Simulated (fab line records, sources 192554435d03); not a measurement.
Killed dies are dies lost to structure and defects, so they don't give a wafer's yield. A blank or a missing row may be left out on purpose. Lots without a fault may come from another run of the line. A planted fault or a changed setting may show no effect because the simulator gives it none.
fab line records | flow n5_finfet
record lots=5 wafers=14 last_day=15
route steps=1938 shown BEOL_M4@1099 BEOL_M5@1112 BEOL_M14@1753 PASSIVATION@1936
lots that met no fault: from a run of the same line without faults
start_h: hours from the record's first day to the start of the lot's first wafer shown | wait_h: hours since the lot's step before | " the same as in the row above | L1.1+2: a row that stands for several wafers | - no value, or no start given | * or withheld: withheld | < > ~ a bound
route shown NAME@n: a module of which the file shows steps, and the number in the route of the first | usual: mean/standard deviation of fault-free wafers | same: alike in all rows | chamber/n: place in a boat | sites: the reading at each site | _std_site: their standard deviation | _edge_site: outer sites' mean less inner sites' | radius_mm: how far each site lies from the wafer's centre | mask NAME#n: copy n | behind: the tool/chamber that last shaped the wafer | hold: why the lot was held/for how many hours/how that ended | device: the transistor (n, p or np) that didn't switch | end of line: the same wafers' tests at the end of the route | a step without rows: its recipe alone | killed: dies lost to structure and defects at the first sort, not the wafer's yield | map: a wafer's dies, x killed, . not, _ none there
set.NAME: the setting as run; set.NAME@STEP: as run at that earlier step | model.NAME: the simulator's own value behind a step, which no gauge read
lots at some steps of the route; a table a step, a row a wafer
services: from which hour (start_h, from the record's first day; less than 0 if before it) a tool's chamber was out of use, for how many hours, and why
## steps
# step N5_BEOL_M4_ANNEAL_95
# recipe temp_c=400 time_s=240 ambient=vacuum
# step N5_BEOL_M4_SPUTTER_96
# recipe material=Cu target_thk_a=45 temp_c=-20 chamber_pressure_pa=0.07 power_w=withheld time_s=8.29
# step N5_BEOL_M4_ECD_50
# recipe material=Cu target_thk_a=3000
# step N5_BEOL_M4_ANNEAL_51
# recipe temp_c=225 time_s=90 ambient=N2
# step N5_BEOL_M4_CMP_52
# recipe stop_on=SiOC t_overpolish_s=6.8 down_force_psi=1 platen_rpm=50 clearing_platen_down_force_psi=1.5 clearing_platen_rpm=50 post_cmp_clean=cu_alkaline target_thk_nm=40 clearing_platen_pad_velocity_m_s=0.99484 pad_velocity_m_s=0.99484
# step N5_BEOL_M4_PRE_CLEAN_60
# recipe gas=NH3/H2 time_s=15 temp_c=* rf_power_w=300
# step N5_BEOL_M4_CO_CAP_55
# recipe material=Co target_thk_a=20 temp_c=200 precursor=CCTBA/H2 pressure_torr=30 time_s=102.1
# step N5_BEOL_M4_PRE_CLEAN_56
# recipe gas=NH3 time_s=15 temp_c=withheld rf_power_w=300
# step N5_BEOL_M4_DEP_57
# recipe material=SiCN target_thk_a=80 temp_c=withheld precursor=3MS/NH3 pressure_torr=3 rf_w=202 time_s=14
# step N5_BEOL_M4_RC_MEAS_101
# usual DIBL_N=36.3/1.6 DIBL_P=36.2/2 IOFF_N=0.160/0.028 IOFF_P=0.21/0.036 ION_N=677/11 ION_P=465/6.9 SS_N=71.5/0.55 SS_P=73.3/0.64 VT_N=250/3 VT_P=-250/3.5
# columns lot.wafer tool chamber start_h wait_h DIBL_N[mV/V] DIBL_P[mV/V] IOFF_N[nA/um] IOFF_P[nA/um] ION_N[uA/um] ION_P[uA/um] SS_N[mV/dec] SS_P[mV/dec] VT_N[mV] VT_P[mV]
L980.2 prober-01 0 172.38 0.2 37.8 39.3 0.211 0.25 693 463 71.6 74.3 245 -248
L980.5 " 0 " " 33.7 34.1 0.122 0.17 663 459 70.6 72.7 253 -252
L983.2 prober-02 0 202.88 0.2 39.6 38.5 0.186 0.26 680 468 71.5 73.9 247 -247
L983.3 " 0 " " 40.0 39.4 0.186 0.27 678 469 72.4 74.2 247 -246
L983.4 " 0 " " 40.5 39.6 0.221 0.27 694 471 71.8 73.8 245 -244
L984.3 prober-01 0 204.79 0.3 38.1 37.9 0.188 0.24 683 464 71.6 73.2 246 -250
L984.4 " 0 " " 36.7 37.4 0.168 0.23 679 479 71.7 73.2 246 -248
L984.5 " 0 " " 37.5 36.3 0.180 0.21 679 454 71.6 73.1 248 -251
L985.1 prober-01 0 209.38 0.0 34.4 35.6 0.137 0.18 665 458 71.1 73.2 252 -253
L985.2 " 0 " " 36.5 37.3 0.181 0.21 681 461 71.5 73.4 246 -250
L985.6 " 0 " " 34.7 35.1 0.145 0.18 668 458 71.2 72.6 249 -251
L990.1 prober-02 0 240.26 0.0 35.6 33.1 0.130 0.17 673 462 71.7 73.1 254 -255
L990.3 " 0 " " 36.5 33.7 0.143 0.18 667 455 72.3 73.3 252 -254
L990.5 " 0 " " 37.0 34.1 0.132 0.18 665 459 72.1 73.2 255 -254
# step N5_BEOL_M5_ILD_DEP_00
# recipe material=SiCOH_lowk target_thk_a=1406.4 temp_c=300 precursor=DEMS/porogen pressure_torr=5 rf_w=500 time_s=25.9
# step N5_BEOL_M5_CURE_79
# recipe temp_c=385 time_s=240 ambient=He/Ar material=SiCOH_lowk
# step N5_BEOL_M5_PECVD_70
# recipe material=SiO2 target_thk_a=160 temp_c=400 precursor=TEOS/O2 pressure_torr=5.5 rf_w=450 teos_flow_sccm=53.8 gas=O2 flow_sccm=3000 time_s=18
# step N5_BEOL_M5_HM_DEP_02
# recipe material=TiN target_thk_a=200 temp_c=25 chamber_pressure_pa=0.49996
# step N5_BEOL_M5_COAT_59
# recipe resist=SOC temp_c=250 time_s=60 spin_rpm=1500 resist_thk_nm=60
# step N5_BEOL_M5_COAT_60
# recipe resist=SiARC temp_c=220 time_s=60 spin_rpm=1500 resist_thk_nm=12
# step N5_BEOL_M5_COAT_71
# recipe resist=underlayer temp_c=205 time_s=60 spin_rpm=1500 resist_thk_nm=5
# step N5_BEOL_M5_COAT_05
# recipe resist=CAR-EUV spin_rpm=1500 resist_thk_nm=30
# step N5_BEOL_M5_EBR_07
# recipe solvent=PGMEA ebr_width_mm=1.5
# step N5_BEOL_M5_SOFTBAKE_06
# recipe temp_c=110 time_s=60 resist=CAR-EUV
# step N5_BEOL_M5_EXPOSE_08
# recipe mask_id=M5 na=0.33 source_shape=annular sigma_inner=0.4 sigma_outer=0.8 polarization=unpolarized target_cd_nm=28 dose_mj=35.75
# step N5_BEOL_M5_PEB_09
# recipe peb_temp_c=100 peb_time_s=60 resist=CAR-EUV
# step N5_BEOL_M5_DEVELOP_10
# recipe develop_time_s=30 developer=TMAH resist=CAR-EUV rinse_liquid=surfactant_rinse dry=air_spin dev_temp_c=23
# step N5_BEOL_M5_DESCUM_16
# recipe chemistry=O2 time_s=7 source_power_w=50 bias_power_w=20 pressure_mtorr=20 rf_frequency_hz=2.712e+07 temp_c=40 resist=CAR-EUV o2_flow_sccm=225
# step N5_BEOL_M5_ETCH_72
# recipe chemistry=N2/H2 target=underlayer target_depth_a=65 mask_material=CAR-EUV time_s=5.2 ion_energy_ev=200 pressure_mtorr=30 source_w=840 bias_w=150 n2_flow_sccm=200 h2_flow_sccm=200 ends=cleared
# step N5_BEOL_M5_ETCH_61
# recipe chemistry=CF4 target=SiARC target_depth_a=156 mask_material=CAR-EUV time_s=26 ion_energy_ev=80 pressure_mtorr=40 source_w=545 bias_w=36 Ar_flow_sccm=100 cf4_flow_sccm=100 ends=cleared
# step N5_BEOL_M5_ETCH_62
# recipe chemistry=N2/H2 target=SOC target_depth_a=750 overetch_a=150 mask_material=SiARC temp_c=40 time_s=112.5 ion_energy_ev=200 pressure_mtorr=30 source_w=840 bias_w=150 n2_flow_sccm=200 h2_flow_sccm=200
# step N5_BEOL_M5_STRIP_63
# recipe chemistry=N2/H2 temp_c=40 n2_flow_sccm=200 h2_flow_sccm=200 rf_frequency_hz=6e+07
# step N5_BEOL_M5_STRIP_73
# recipe chemistry=N2/H2 temp_c=40 n2_flow_sccm=200 h2_flow_sccm=200 rf_frequency_hz=6e+07
# step N5_BEOL_M5_STRIP_64
# recipe chemistry=CF4 resist=SiARC power_w=300 bias_power_w=75 pressure_mtorr=50 cf4_flow_sccm=150 rf_frequency_hz=6e+07
# step N5_BEOL_M5_HM_OPEN_17
# recipe chemistry=Cl2/BCl3 target_depth_a=200 overetch_a=60 target=TiN mask_material=SOC ion_energy_ev=150 pressure_mtorr=10 icp_w=1000 bias_w=126 Cl2_flow_sccm=53.25 bcl3_flow_sccm=21.75 Ar_flow_sccm=25
# step N5_BEOL_M5_STRIP_19
# recipe chemistry=O2 power_w=400 temp_c=40 pressure_mtorr=30 rf_frequency_hz=6e+07 bias_power_w=0 overash_fraction=0.2 o2_flow_sccm=225
# step N5_BEOL_M5_COAT_65
# recipe resist=SOC temp_c=250 time_s=60 spin_rpm=1500 resist_thk_nm=60
# step N5_BEOL_M5_COAT_66
# recipe resist=SiARC temp_c=220 time_s=60 spin_rpm=1500 resist_thk_nm=12
# step N5_BEOL_M14_TRENCH_ETCH_34
# recipe chemistry=C4F8/O2/Ar target=SiO2 target_depth_a=5566.5 mask_material=SOC he_inner_torr=15 he_outer_torr=30 time_s=126.9 ion_energy_ev=800 pressure_mtorr=20 source_w=1905 bias_w=2040 Ar_flow_sccm=400 C4F8_flow_sccm=16 O2_flow_sccm=12
# usual C4F8_flow_sccm=16.00/0.055 O2_flow_sccm=12.00/0.036 chamber_pressure_mTorr=20.001/0.019 drypump_motor_current_A=5.7/0.44 oes_product_au=0.82/0.059 rf_vpp_V=2228/38 showerhead_plenum_p_Torr=3.47/0.094 throttle_valve_pct=30.8/0.33
# columns lot.wafer tool chamber start_h wait_h C4F8_flow_sccm O2_flow_sccm chamber_pressure_mTorr drypump_motor_current_A oes_product_au rf_hours_counter_h rf_vpp_V showerhead_plenum_p_Torr throttle_valve_pct model.SiARC_of_BEOL_M14_COAT_66.thk_nm
L980.2 rie_diel-02 2 259.62 0.0 16.02 11.99 20.005 5.6 0.98 5 2235 3.38 30.7 0
L980.5 " 3 " " 15.99 12.02 20.009 4.9 0.78 - 2199 3.47 30.6 0
L984.3 rie_diel-02 1 276.01 0.0 - - - - - - - - - 64.6
L984.4 " 3 " " - - - - - - - - - 64.8
L984.5 " 0 " " - - - - - - - - - 64.6
L983.2 rie_diel-02 2 280.34 0.0 - - - - - - - - - 62.8
L983.3 " 0 " " - - - - - - - - - 64
L983.4 " 1 " " - - - - - - - - - 64.2
L985.1 rie_diel-02 0 283.51 0.0 - - - - - - - - - 64.8
L985.2 " 3 " " - - - - - - - - - 65.2
L985.6 " 1 " " - - - - - - - - - 64.4
L990.1 rie_diel-06 1 320.71 0.0 16.03 12.03 20.024 6.1 0.75 150 2212 3.30 30.8 0
L990.3 " 3 " " 16.02 11.99 19.994 5.8 0.82 122 2234 3.59 30.8 0
L990.5 " 3 " " 16.00 11.98 20.007 5.8 0.82 - 2232 3.59 30.8 0
# step N5_BEOL_M14_OCD_MEAS_35
# usual trench_depth_nm=566/16
# columns lot.wafer tool chamber start_h wait_h trench_depth_nm
L980.2 ocd-02 - 259.78 0.0 582
L980.5 " - " " 557
L984.3 ocd-01 - 276.17 0.0 0
L984.4 " - " " 0
L984.5 " - " " 0
L983.2 ocd-02 - 280.50 0.0 0
L983.3 " - " " 0
L983.4 " - " " 0
L985.1 ocd-02 - 283.67 0.0 0
L985.2 " - " " 0
L985.6 " - " " 0
L990.1 ocd-02 - 320.87 0.0 563
L990.3 " - " " 601
L990.5 " - " " 604
# step N5_BEOL_M14_CMP_49
# recipe stop_on=SiO2 t_overpolish_s=5.2 down_force_psi=2 platen_rpm=80 clearing_platen_down_force_psi=2 clearing_platen_rpm=80 post_cmp_clean=cu_alkaline target_thk_nm=560 clearing_platen_pad_velocity_m_s=1.5917 pad_velocity_m_s=1.5917
# usual barrier_field_endpoint_s=11.49/0.25 edge_zone_pressure_frac=1.000/0.0045 motor_current_A=8.9/0.91 overpolish_run_s=5.200/0.009 time_to_endpoint_s=123/4.2
# columns lot.wafer tool chamber start_h wait_h barrier_field_endpoint_s edge_zone_pressure_frac motor_current_A overpolish_run_s time_to_endpoint_s model.Cu_of_BEOL_M14_ECD_47.thk_nm
L980.2 cmp-01 2 263.22 0.5 11.22 1.004 8.4 5.183 118 584.6
L980.5 " 2 " " 11.12 1.001 9.0 5.198 117 560.6
L984.3 cmp-01 1 278.07 0.2 11.47 0.993 9.8 5.194 124 0
L984.4 " 2 " " 11.43 0.998 8.8 5.192 122 0
L984.5 " 1 " " 11.55 0.989 9.1 5.187 125 0.2
L983.4 cmp-01 2 281.69 0.1 11.56 0.998 8.7 5.195 128 0
L983.2 " 0 " " 11.29 1.008 10.2 5.217 121 0.6
L983.3 " 1 " " 11.25 1.001 9.8 5.202 118 0
L985.2 cmp-04 0 290.10 0.2 12.00 0.995 9.3 5.191 132 1.4
L985.1 " 2 " " 11.94 0.994 8.7 5.201 130 1.8
L985.6 " 1 " " 11.67 1.005 8.3 5.199 127 1
L990.1 cmp-01 0 323.82 0.3 11.21 1.000 10.1 5.193 118 565.6
L990.3 " 1 " " 11.29 0.996 9.9 5.214 119 604
L990.5 " 3 " " 11.17 1.004 8.9 5.199 119 606
# step N5_PASSIVATION_PROBE_49
# usual defect_limited_yield=91.2/1.5 killed_at_M0_to_M3=36/10 killed_at_M4_up=13/6 killed_at_contacts=11/5.2 killed_at_front_end=40/11 killed_at_other=3.1/2.9 killed_dies=104/17 killed_on_rim=14/3.6 killed_open=66/12 killed_short=34/7.7 sort_bin_5_function=5.1/0.91 sort_bin_6_memory=3.2/0.67 sort_n_pass=1076/17 sort_yield_pct=91.2/1.5
# same gross_dies=1180 killed_at_back_side=0 sort_bin_4_leakage[%]=0 sort_bin_8_speed[%]=0
# columns lot.wafer tool chamber start_h wait_h defect_limited_yield[%] killed_at_M0_to_M3 killed_at_M4_up killed_at_contacts killed_at_front_end killed_at_other killed_dies killed_on_rim killed_open killed_short sort_bin_5_function[%] sort_bin_6_memory[%] sort_n_pass sort_yield_pct[%]
L980.2 prober-01 - 282.15 0.1 90.8 27 12 22 41 7 109 14 79 29 5.6 3.3 1071 90.8
L980.5 prober-01 - 282.30 0.2 91.9 17 13 13 49 3 95 13 72 21 5.4 2.4 1085 91.9
L984.3 prober-02 - 302.66 0.1 0 29 1105 14 21 11 1180 152 72 27 96.8 2.9 0 0
L984.4 prober-02 - 302.71 0.2 0 41 1079 14 46 0 1180 152 67 46 95.1 4.5 0 0
L984.5 prober-02 - 302.76 0.2 0 22 1092 9 52 5 1180 152 57 34 95.8 3.3 0 0
L983.2 prober-02 - 306.29 0.1 0 21 1085 8 64 2 1180 152 63 41 95.8 4.1 0 0
L983.3 prober-02 - 306.34 0.1 0 21 1120 4 32 3 1180 152 51 29 97.2 2.6 0 0
L983.4 prober-02 - 306.39 0.2 0 24 1099 1 52 4 1180 152 60 26 97.1 2.7 0 0
L985.1 prober-01 - 310.65 0.0 0 32 1106 15 25 2 1180 152 60 19 97.0 2.7 0 0
L985.2 prober-01 - 310.70 0.1 0 21 1115 18 25 1 1180 152 41 21 96.8 2.3 0 0
L985.6 prober-01 - 310.90 0.3 0 19 1119 8 32 2 1180 152 41 21 97.5 2.4 0 0
L990.1 prober-02 - 349.31 0.0 92.0 39 10 8 36 1 94 15 57 37 4.6 3.2 1086 92.0
# killed by level:class
L980.2 FIN_SAQP:geometric_particle:open=19 MOL_CONTACT_COAG:geometric_particle:open=18 BEOL_M3:geometric_particle:open=8 BEOL_M4:geometric_particle:open=5 MOL_CONTACT_COAG:geometric_particle:short=4 BEOL_M0_SAQP:geometric_particle:open=4 BEOL_M2:geometric_particle:open=4 STARTING-WAFER:geometric_particle:short=4
L980.5 FIN_SAQP:geometric_particle:open=21 MOL_CONTACT_COAG:geometric_particle:open=12 BEOL_M4:geometric_particle:open=8 FIN_SAQP:geometric_particle:short=6 BEOL_M0_SAQP:geometric_particle:short=5 STI_FIN_REVEAL:geometric_particle:open=4 ILD0:geometric_particle:open=4 BEOL_M3:geometric_particle:open=4
L984.3 BEOL_M14:area_etch=1078 MOL_CONTACT_COAG:geometric_particle:open=13 BEOL_M4:geometric_particle:open=12 BEOL_M2:geometric_particle:open=8 BEOL_M0_SAQP:geometric_particle:short=7 STI_FIN_REVEAL:geometric_particle:open=6 BEOL_M0_SAQP:geometric_particle:open=6 BEOL_M5:geometric_particle:open=5
L984.4 BEOL_M14:area_etch=1065 FIN_SAQP:geometric_particle:short=17 MOL_CONTACT_COAG:geometric_particle:open=11 FIN_SAQP:geometric_particle:open=9 BEOL_M2:geometric_particle:open=8 BEOL_M0_SAQP:geometric_particle:short=6 BEOL_M1:geometric_particle:short=6 GATE_CUT:geometric_particle:short=5
L984.5 BEOL_M14:area_etch=1080 MOL_CONTACT_COAG:geometric_particle:open=9 FIN_SAQP:geometric_particle:short=8 FIN_SAQP:geometric_particle:open=7 STI_FIN_REVEAL:geometric_particle:open=7 HKMG_FIN:area_etch=7 BEOL_M2:geometric_particle:open=5 FIN_CUT:geometric_particle:short=4
L983.2 BEOL_M14:area_etch=1072 FIN_SAQP:geometric_particle:short=14 STI_FIN_REVEAL:geometric_particle:open=11 FIN_SAQP:geometric_particle:open=10 GATE_CUT:geometric_particle:short=8 BEOL_M4:geometric_particle:open=7 GATE_CUT:geometric_particle:open=5 BEOL_M0_SAQP:geometric_particle:open=5
L983.3 BEOL_M14:area_etch=1097 BEOL_M4:geometric_particle:open=10 GATE_CUT:geometric_particle:short=7 FIN_SAQP:geometric_particle:open=6 FIN_SAQP:geometric_particle:short=5 BEOL_M0_SAQP:geometric_particle:short=5 BEOL_M3:geometric_particle:open=5 BEOL_M0_SAQP:geometric_particle:open=4
L983.4 BEOL_M14:area_etch=1092 FIN_SAQP:geometric_particle:open=17 STI_FIN_REVEAL:geometric_particle:open=10 FIN_SAQP:geometric_particle:short=6 BEOL_M4:geometric_particle:open=5 GATE_CUT:geometric_particle:open=5 BEOL_M0_SAQP:geometric_particle:open=5 STI_FIN_REVEAL:geometric_particle:short=4
L985.1 BEOL_M14:area_etch=1098 MOL_CONTACT_COAG:geometric_particle:open=14 BEOL_M2:geometric_particle:open=9 BEOL_M3:geometric_particle:open=9 BEOL_M1:geometric_particle:open=6 DUMMY_GATE:geometric_particle:open=4 GATE_CUT:geometric_particle:short=4 BEOL_M0_SAQP:geometric_particle:open=4
L985.2 BEOL_M14:area_etch=1105 MOL_CONTACT_COAG:geometric_particle:open=12 HKMG_FIN:area_etch=9 MOL_CONTACT_COAG:geometric_particle:short=6 BEOL_M2:geometric_particle:open=5 BEOL_M0_SAQP:geometric_particle:short=4 STI_FIN_REVEAL:geometric_particle:open=3 GATE_CUT:geometric_particle:short=3
L985.6 BEOL_M14:area_etch=1113 FIN_SAQP:geometric_particle:open=7 STI_FIN_REVEAL:geometric_particle:open=7 MOL_CONTACT_COAG:geometric_particle:open=7 FIN_SAQP:geometric_particle:short=6 BEOL_M1:geometric_particle:open=4 STARTING-WAFER:geometric_particle:short=3 STARTING-WAFER:geometric_particle:open=3
L990.1 FIN_SAQP:geometric_particle:open=13 BEOL_M0_SAQP:geometric_particle:short=11 FIN_SAQP:geometric_particle:short=10 BEOL_M3:geometric_particle:open=10 STI_FIN_REVEAL:geometric_particle:open=6 BEOL_M0_SAQP:geometric_particle:open=5 MOL_CONTACT_COAG:geometric_particle:open=5 BEOL_M2:geometric_particle:open=5
# map L983.2 (x killed, . not)
_________________xxxxxxxxxxxx________________
______________xxxxxxxxxxxxxxxxxx_____________
___________xxxxxxxxxxxxxxxxxxxxxxxx__________
__________xxxxxxxxxxxxxxxxxxxxxxxxxx_________
________xxxxxxxxxxxxxxxxxxxxxxxxxxxxxx_______
_______xxxxxxxxxxxxxxxxxxxxxxxxxxxxxxxx______
______xxxxxxxxxxxxxxxxxxxxxxxxxxxxxxxxxx_____
_____xxxxxxxxxxxxxxxxxxxxxxxxxxxxxxxxxxxx____
____xxxxxxxxxxxxxxxxxxxxxxxxxxxxxxxxxxxxxx___
___xxxxxxxxxxxxxxxxxxxxxxxxxxxxxxxxxxxxxxxx__
___xxxxxxxxxxxxxxxxxxxxxxxxxxxxxxxxxxxxxxxx__
__xxxxxxxxxxxxxxxxxxxxxxxxxxxxxxxxxxxxxxxxxx_
__xxxxxxxxxxxxxxxxxxxxxxxxxxxxxxxxxxxxxxxxxx_
_xxxxxxxxxxxxxxxxxxxxxxxxxxxxxxxxxxxxxxxxxxxx
_xxxxxxxxxxxxxxxxxxxxxxxxxxxxxxxxxxxxxxxxxxxx
_xxxxxxxxxxxxxxxxxxxxxxxxxxxxxxxxxxxxxxxxxxxx
_xxxxxxxxxxxxxxxxxxxxxxxxxxxxxxxxxxxxxxxxxxxx
_xxxxxxxxxxxxxxxxxxxxxxxxxxxxxxxxxxxxxxxxxxxx
_xxxxxxxxxxxxxxxxxxxxxxxxxxxxxxxxxxxxxxxxxxxx
_xxxxxxxxxxxxxxxxxxxxxxxxxxxxxxxxxxxxxxxxxxxx
_xxxxxxxxxxxxxxxxxxxxxxxxxxxxxxxxxxxxxxxxxxxx
__xxxxxxxxxxxxxxxxxxxxxxxxxxxxxxxxxxxxxxxxxx_
__xxxxxxxxxxxxxxxxxxxxxxxxxxxxxxxxxxxxxxxxxx_
___xxxxxxxxxxxxxxxxxxxxxxxxxxxxxxxxxxxxxxxx__
___xxxxxxxxxxxxxxxxxxxxxxxxxxxxxxxxxxxxxxxx__
____xxxxxxxxxxxxxxxxxxxxxxxxxxxxxxxxxxxxxx___
_____xxxxxxxxxxxxxxxxxxxxxxxxxxxxxxxxxxxx____
______xxxxxxxxxxxxxxxxxxxxxxxxxxxxxxxxxx_____
_______xxxxxxxxxxxxxxxxxxxxxxxxxxxxxxxx______
________xxxxxxxxxxxxxxxxxxxxxxxxxxxxxx_______
__________xxxxxxxxxxxxxxxxxxxxxxxxxx_________
___________xxxxxxxxxxxxxxxxxxxxxxxx__________
______________xxxxxxxxxxxxxxxxxx_____________
_________________xxxxxxxxxxxx________________
# map L984.3 (x killed, . not)
_________________xxxxxxxxxxxx________________
______________xxxxxxxxxxxxxxxxxx_____________
___________xxxxxxxxxxxxxxxxxxxxxxxx__________
__________xxxxxxxxxxxxxxxxxxxxxxxxxx_________
________xxxxxxxxxxxxxxxxxxxxxxxxxxxxxx_______
_______xxxxxxxxxxxxxxxxxxxxxxxxxxxxxxxx______
______xxxxxxxxxxxxxxxxxxxxxxxxxxxxxxxxxx_____
_____xxxxxxxxxxxxxxxxxxxxxxxxxxxxxxxxxxxx____
____xxxxxxxxxxxxxxxxxxxxxxxxxxxxxxxxxxxxxx___
___xxxxxxxxxxxxxxxxxxxxxxxxxxxxxxxxxxxxxxxx__
___xxxxxxxxxxxxxxxxxxxxxxxxxxxxxxxxxxxxxxxx__
__xxxxxxxxxxxxxxxxxxxxxxxxxxxxxxxxxxxxxxxxxx_
__xxxxxxxxxxxxxxxxxxxxxxxxxxxxxxxxxxxxxxxxxx_
_xxxxxxxxxxxxxxxxxxxxxxxxxxxxxxxxxxxxxxxxxxxx
_xxxxxxxxxxxxxxxxxxxxxxxxxxxxxxxxxxxxxxxxxxxx
_xxxxxxxxxxxxxxxxxxxxxxxxxxxxxxxxxxxxxxxxxxxx
_xxxxxxxxxxxxxxxxxxxxxxxxxxxxxxxxxxxxxxxxxxxx
_xxxxxxxxxxxxxxxxxxxxxxxxxxxxxxxxxxxxxxxxxxxx
_xxxxxxxxxxxxxxxxxxxxxxxxxxxxxxxxxxxxxxxxxxxx
_xxxxxxxxxxxxxxxxxxxxxxxxxxxxxxxxxxxxxxxxxxxx
_xxxxxxxxxxxxxxxxxxxxxxxxxxxxxxxxxxxxxxxxxxxx
__xxxxxxxxxxxxxxxxxxxxxxxxxxxxxxxxxxxxxxxxxx_
__xxxxxxxxxxxxxxxxxxxxxxxxxxxxxxxxxxxxxxxxxx_
___xxxxxxxxxxxxxxxxxxxxxxxxxxxxxxxxxxxxxxxx__
___xxxxxxxxxxxxxxxxxxxxxxxxxxxxxxxxxxxxxxxx__
____xxxxxxxxxxxxxxxxxxxxxxxxxxxxxxxxxxxxxx___
_____xxxxxxxxxxxxxxxxxxxxxxxxxxxxxxxxxxxx____
______xxxxxxxxxxxxxxxxxxxxxxxxxxxxxxxxxx_____
_______xxxxxxxxxxxxxxxxxxxxxxxxxxxxxxxx______
________xxxxxxxxxxxxxxxxxxxxxxxxxxxxxx_______
__________xxxxxxxxxxxxxxxxxxxxxxxxxx_________
___________xxxxxxxxxxxxxxxxxxxxxxxx__________
______________xxxxxxxxxxxxxxxxxx_____________
_________________xxxxxxxxxxxx________________
## services
# columns tool chamber start_h hours kind
cmp-01 - 257.60 4.0 pm
cmp-01 - 261.60 - consumable_replace:conditioner
cmp-01 - 261.60 - consumable_replace:pad
cmp-01 - 294.79 0.3 repair
cmp-04 - 301.90 1.0 repair
rie_diel-06 - 307.32 2.8 pm
cmp-04 - 309.92 4.0 pm
cmp-04 - 313.92 - consumable_replace:conditioner
cmp-04 - 313.92 - consumable_replace:pad
## key
first_sign step=N5_BEOL_M14_TRENCH_ETCH_34 reading=tool_record direction=missing
effect step=N5_BEOL_M14_OCD_MEAS_35 reading=trench_depth_nm direction=down sigmas=36 usual=566 struck=0
effect step=N5_PASSIVATION_PROBE_49 reading=killed_at_M4_up direction=up sigmas=99+ usual=13 struck=1102
model_effect step=N5_BEOL_M14_TRENCH_ETCH_34 value=SiARC_of_BEOL_M14_COAT_66.thk_nm without=0 struck=64.38
model_effect step=N5_BEOL_M14_CMP_49 value=Cu_of_BEOL_M14_ECD_47.thk_nm without=570.3 struck=0.5556
more_kills_born_at N5_BEOL_M14_TRENCH_ETCH_34@rie_diel-02=9800
met_at N5_BEOL_M14_TRENCH_ETCH_34
struck_wafers L983.2,L983.3,L983.4,L984.3,L984.4,L984.5,L985.1,L985.2,L985.6
later_rows_left_out L983.2,L983.3,L983.4,L984.3,L984.4,L984.5,L985.1,L985.2,L985.6
onset_between 259.62 276.01
earlier_fault kind=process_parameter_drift tool=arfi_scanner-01 chamber=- onset_h=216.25 steps=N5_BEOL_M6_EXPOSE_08 channel=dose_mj offset=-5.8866 shape=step acts_in=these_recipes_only stated=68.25
earlier_fault kind=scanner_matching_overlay tool=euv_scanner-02 chamber=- onset_h=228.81 steps=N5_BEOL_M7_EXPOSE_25 offset=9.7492
fault kind=skipped_step_whole tool=rie_diel-02 chamber=- onset_h=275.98 steps=N5_BEOL_M14_TRENCH_ETCH_34 scope=struck_lots_only
# later_rows_left_out: the simulator's readings of these wafers behind a module that went badly wrong aren't trusted and aren't shown, but for the sort
